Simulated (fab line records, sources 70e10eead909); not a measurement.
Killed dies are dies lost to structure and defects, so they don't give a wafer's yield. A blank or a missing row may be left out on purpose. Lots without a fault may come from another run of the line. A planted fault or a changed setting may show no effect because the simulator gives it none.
Chamber matching | flow nand_harc | NHARC_A_M0_DEP_00 on pecvd-02: 3 sister chambers
The step deposits SiOC, target thk 150 nm. 14 wafers are shown with their chamber, then 7 later ones without.

WAFERS WITH THEIR CHAMBER
wafer  | chamber | showerhead_vpp_V (V) | rf_fwd_power_W (W)
L930.1 | 0       | 1518                 | 599.3
L930.2 | 1       | 1380                 | 596.7
L930.4 | 1       | 1377                 | 601.4
L929.1 | 0       | 1508                 | 599.4
L929.3 | 1       | 1388                 | 601.9
L929.4 | 1       | 1374                 | 599.3
L932.2 | 1       | 1394                 | 600.8
L932.3 | 1       | 1395                 | 598.0
L932.5 | 1       | 1402                 | 600.2
L933.3 | 2       | 1592                 | 599.3
L933.4 | 1       | 1378                 | 599.0
L933.6 | 1       | 1397                 | 598.7
L938.2 | 0       | 1509                 | 598.5
L938.3 | 1       | 1386                 | 598.7

SIGNATURES (means of the wafers above)
reading          | chamber 0 | chamber 1 | chamber 2 | scatter within a chamber
showerhead_vpp_V | 1511.67   | 1387.10   | 1592.00   | 9.04
rf_fwd_power_W   | 599.067   | 599.470   | 599.300   | 1.47
Rule: a wafer's distance from a chamber is the root of the sum, over the readings, of the square of ((its reading less the chamber's mean) divided by the reading's scatter). The wafer belongs to the nearest chamber; if the next one is less than 2 further off, it can't be placed. The scatter: the root of (the sum of the squares of (reading less its chamber's mean) over the shown wafers, divided by (wafers less chambers)).

WAFERS WITHOUT THEIR CHAMBER
wafer  | showerhead_vpp_V (V) | rf_fwd_power_W (W)
L938.6 | 1572                 | 594.8
L940.1 | 1527                 | 598.7
L940.3 | 1408                 | 599.7
L940.5 | 1388                 | 597.1
L942.2 | 1597                 | 599.1
L942.5 | 1393                 | 599.8
L942.6 | 1593                 | 599.9

WHICH CHAMBER EACH WENT THROUGH
wafer  | from the rows above | in truth
L938.6 | 2                   | 2
L940.1 | 0                   | 0
L940.3 | 1                   | 1
L940.5 | 1                   | 1
L942.2 | 2                   | 2
L942.5 | 1                   | 1
L942.6 | 2                   | 2
Placed correctly: 7 of 7. Can't be placed from these rows: 0. Placed wrongly: 0.
